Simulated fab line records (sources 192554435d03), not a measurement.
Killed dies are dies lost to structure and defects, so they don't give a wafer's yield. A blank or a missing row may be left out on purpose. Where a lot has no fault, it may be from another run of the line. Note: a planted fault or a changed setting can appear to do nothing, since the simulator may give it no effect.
Comparing a struck lot with a sound one || flow n5_finfet || 15 out of 1938 route steps
Sound: the wafers L722.2, L722.5, L722.6. The struck wafers were L715.2, L715.4. The cause comes at the end.
Each step with rows lists, per side, the tool, then ch with its chambers, then its first start. Under that, the readings that differ: sound wafers || struck wafers || difference of the means || sigmas: that difference in standard deviations of wafers without a fault.
alike: a reading whose means differ by less than 2 such deviations, as well as words and numbers matching on both sides. not compared: withheld readings; readings where some wafer has no value; bounds like >300 that might hide an equal value; numbers whose values overlap and for which the record gives no deviation.
A row with sigmas, a row that says differs or no value, or rows on one side alone: a step with any of these is where the two part. Numbers that have no deviation but don't overlap get no sigmas and don't part them. A reading that every wafer of one side lacks parts them only if that side has two wafers or more.

first, 4 steps without rows for these wafers: N5_BEOL_M6_SOFTBAKE_06 (time 60 s); N5_BEOL_M6_EXPOSE_08 (exposes mask M6); N5_BEOL_M6_PEB_09 (peb time 60 s); N5_BEOL_M6_DEVELOP_10 (develop time 30 s).
N5_BEOL_M6_CD_MEAS_11: the cd target is 38.5 nm.
  sound on cd_sem-01 ch 0, day 13 02:31; struck on cd_sem-01 ch 0, day 11 02:40
  alike: cd_nm
N5_BEOL_M6_OVL_MEAS_12:
  sound on overlay-02 ch 0, day 13 02:33; struck on overlay-02 ch 0, day 11 02:41
  alike: M6_OVL
N5_BEOL_M6_INSPECT_13: inspects for defects (brightfield).
  sound: defect_inspect-01 at day 13 02:35; struck: defect_inspect-01 at day 11 02:43
  alike: raw_defect_count
N5_BEOL_M6_DESCUM_16: chemistry O2, time 7.9 s.
  sound on rie_diel-01 ch 2,3, day 13 02:47; struck on rie_diel-06 ch 0,3, day 11 02:49
  alike: drypump_motor_current_A, o2_flow_sccm, oes_product_au, rf_vpp_V, showerhead_plenum_p_Torr, throttle_valve_pct
  not compared: rf_hours_counter_h
N5_BEOL_M6_ETCH_61: etches SiARC in CF4, target depth 45.5 nm, time 75.8 s.
  sound on rie_diel-01 ch 2,3, day 13 02:50; struck on rie_diel-06 ch 0,3, day 11 02:51
  alike: drypump_motor_current_A, etch_rf_on_time_s, oes_product_au, rf_vpp_V, showerhead_plenum_p_Torr, throttle_valve_pct
  not compared: rf_hours_counter_h
N5_BEOL_M6_ETCH_62: etches SOC in N2/H2, target depth 110 nm, overetch 22 nm, time 165 s.
  sound on rie_diel-01 ch 2,3, day 13 02:53; struck on rie_diel-06 ch 0,3, day 11 02:55
  alike: drypump_motor_current_A, oes_product_au, rf_vpp_V, showerhead_plenum_p_Torr, throttle_valve_pct
  not compared: rf_hours_counter_h
then, 1 step without rows for these wafers: N5_BEOL_M6_STRIP_68 (strips in N2/H2).
N5_BEOL_M6_STRIP_67: strips in CF4.
  sound on rie_diel-01 ch 2,3, day 13 03:02; struck on rie_diel-06 ch 0,3, day 11 03:03
  alike: drypump_motor_current_A, oes_product_au, rf_vpp_V, showerhead_plenum_p_Torr, throttle_valve_pct
  not compared: rf_hours_counter_h
N5_BEOL_M6_HM_OPEN_17: chemistry Cl2/BCl3, target TiN, target depth 20 nm, overetch 6 nm.
  sound on rie_metal-03 ch 1, day 13 03:06; struck on rie_metal-02 ch 0,1, day 11 03:05
{"reading": "model.SOC_of_BEOL_M6_COAT_59.thk_nm (nm)", "sound": "92.2 92 91.8", "struck": "87.4 86.8", "difference": -4.9, "sigmas": ""}
  alike: drypump_motor_current_A, oes_product_au, throttle_valve_pct
  not compared: rf_hours_counter_h
N5_BEOL_M6_STRIP_19: strips in O2.
  sound on rie_diel-06 ch 0,1,3, day 13 03:16; struck on rie_diel-01 ch 0,3, day 11 03:13
  alike: drypump_motor_current_A, o2_flow_sccm, oes_product_au, rf_vpp_V, showerhead_plenum_p_Torr, throttle_valve_pct
  not compared: rf_hours_counter_h
following that, these wafers have no rows for 1 step: N5_PASSIVATION_PROBE_49.

== WHERE THEY PART ==
Nowhere in this record.

WHY: whatever the simulator had introduced
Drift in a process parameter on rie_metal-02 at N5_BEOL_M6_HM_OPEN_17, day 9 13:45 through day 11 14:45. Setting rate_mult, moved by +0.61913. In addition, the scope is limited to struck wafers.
